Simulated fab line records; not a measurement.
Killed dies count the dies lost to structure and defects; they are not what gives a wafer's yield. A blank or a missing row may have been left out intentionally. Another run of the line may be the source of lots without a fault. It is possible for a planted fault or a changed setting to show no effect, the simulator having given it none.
Matching of chambers | flow nandHarc | 3 sister chambers for NHARC_A_STAIRCASE_DEP_471 on pecvd-02
The step deposits SiO2, target thk 100 nm. 3 wafers are shown with their chamber, then 10 later ones without.

EACH WAFER AND ITS CHAMBER
wafer  | chamber | heaterPowerW (W)
L088.1 | 1       | 391
L088.5 | 0       | 439
L086.4 | 2       | 643

WAFERS WITH NO CHAMBER GIVEN
wafer  | heaterPowerW (W)
L086.5 | 361
L090.1 | 427
L090.3 | 577
L090.5 | 441
L093.1 | 440
L093.5 | 505
L093.6 | 443
L095.2 | 549
L095.3 | 434
L095.6 | 563

WHICH CHAMBER EACH ONE RAN IN
wafer  | from the rows above          | in truth
L086.5 | can't be placed: 1 or 0      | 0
L090.1 | can't be placed: 0 or 1      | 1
L090.3 | can't be placed: 2 or 0      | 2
L090.5 | can't be placed: 0 or 1      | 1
L093.1 | can't be placed: 0 or 1      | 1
L093.5 | can't be placed: 0 or 1 or 2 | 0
L093.6 | can't be placed: 0 or 1      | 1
L095.2 | can't be placed: 2 or 0 or 1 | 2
L095.3 | can't be placed: 0 or 1      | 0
L095.6 | can't be placed: 2 or 0 or 1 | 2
Correct placement for 0 of the 10. Not placeable from these rows: 10 (in 10, the candidates include the true chamber). Number placed wrongly: 0.
How it was worked out, from the rows above alone: a wafer's distance from a chamber is the root of the sum, over the readings, of the square of ((its reading less the chamber's mean) divided by the reading's scatter). If the next closest chamber is less than 2 further off than the closest, the wafer can't be placed; otherwise it belongs to the closest. Each chamber's mean is taken over the wafers shown for it. The scatter: with one shown wafer a chamber, the root of the mean of the squares of how far each hidden wafer lies from its nearest shown one.
